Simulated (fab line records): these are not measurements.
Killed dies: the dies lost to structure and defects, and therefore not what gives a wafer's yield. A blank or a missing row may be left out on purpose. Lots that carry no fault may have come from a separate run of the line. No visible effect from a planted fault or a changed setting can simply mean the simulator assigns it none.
A struck lot beside a sound one :: flow nandHarc :: 15 out of 1159 route steps
Sound: wafers L188.1, L188.3, L188.4. Struck: wafers L204.4, L204.5 (left out: L204.2, a lot-mate that was not struck); the cause follows at the end.
For every step that has rows: the tool of each side, followed by ch and its chambers, followed by its first start. Under that, the readings that differ: sound wafers :: struck wafers :: difference of the means :: sigmas: that difference in standard deviations of wafers without a fault.
alike: words and numbers the same on both sides, and readings whose means are apart by under 2 such deviations; not compared: readings that were withheld, readings missing a value for some wafer, numbers with overlapping values and no deviation given by the record, and bounds like >300 which may hide the same value.
Wherever a step has rows on one side only, a row that says differs or no value, or a row with sigmas, the two part there. When numbers do not overlap yet have no deviation, they are printed without sigmas and do not part them. Lack of a reading on every wafer of one side parts them only where that side has two or more wafers.

first, 4 steps without rows for these wafers: NHARC_A_M1_EBR_05; NHARC_A_M1_EXPOSE_06 (exposes mask A M1, target cd 120 nm); NHARC_A_M1_PEB_07 (peb time 65 s); NHARC_A_M1_DEVELOP_08 (develop time 35 s).
NHARC_A_M1_CD_MEAS_09: target cd 120 nm.
  sound on cdSem-02 ch 0, day 17 20:36; struck on cdSem-02 ch 0, day 21 21:50
  alike: cdNm
NHARC_A_M1_OVL_MEAS_10: pitch 240 nm.
  sound on overlay-01, day 17 20:41; struck on overlay-02, day 21 21:56
  alike: overlayXNm, overlayYNm
NHARC_A_M1_INSPECT_11:
  sound on defectInspect-01, day 17 20:43; struck on defectInspect-01, day 21 21:58
  alike: rawDefectCount
NHARC_A_M1_DESCUM_14: chemistry O2, time 3 s.
  sound on rieDiel-01 ch 0,1,2, day 17 20:47; struck on rieDiel-01 ch 0,1, day 21 22:02
  alike: drypumpMotorCurrentA, oesProductAu, rfVppV, showerheadPlenumPTorr, throttleValvePct
  not compared: rfHoursCounterH
NHARC_A_M1_ETCH_35: etches the open film in N2/H2, target depth 40 nm, overetch 12 nm, time 43.94 s.
  sound on rieDiel-01 ch 0,1,2, day 17 20:52; struck on rieDiel-01 ch 1,3, day 21 22:07
  alike: drypumpMotorCurrentA, oesProductAu, rfVppV, showerheadPlenumPTorr, throttleValvePct
  not compared: rfHoursCounterH
NHARC_A_M1_ETCH_15: etches the open film in C4F8/Ar, target depth 182.5 nm, time 91.2 s.
  sound: rieDiel-01 ch 0,1,3; struck: rieDiel-01 ch 0,3
  alike: oesProductAu, rfVppV
  not compared: rfHoursCounterH
NHARC_A_M1_CD_MEAS_16:
  sound on cdSem-03, day 17 21:05; struck on cdSem-02, day 21 22:20
  alike: cdNm
NHARC_A_M1_STRIP_18: strips in N2/H2.
  sound on rieDiel-06 ch 0,1,3, day 17 21:11; struck on rieDiel-01 ch 0,1, day 21 22:26
  alike: drypumpMotorCurrentA, oesProductAu, powerW, rfVppV, showerheadPlenumPTorr, throttleValvePct
  not compared: rfHoursCounterH
NHARC_A_M1_ETCH_28: etches the open film in CF4/N2, target depth 30 nm, time 72.99 s.
  sound on rieDiel-06 ch 0,1,2, day 17 21:25; struck on rieDiel-01 ch 0, day 21 22:39
reading: oesProductAu (a.u.)
sound: 1.006 1.001 1.002
struck: 0.876 0.874
difference: -0.128
sigmas: -14
  alike: drypumpMotorCurrentA, rfVppV, showerheadPlenumPTorr, throttleValvePct
  not compared: rfHoursCounterH
then, 2 steps without rows for these wafers: NHARC_A_M1_STRIP_19 (strips in post etch residue remover, time 600 s); NHARC_END_SORT_01.

== WHERE THEY PART ==
NHARC_A_M1_ETCH_28 only, going by this record.

WHY: what had been put in by the simulator
rieDiel-01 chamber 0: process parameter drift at NHARC_A_M1_ETCH_28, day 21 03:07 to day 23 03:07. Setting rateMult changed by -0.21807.
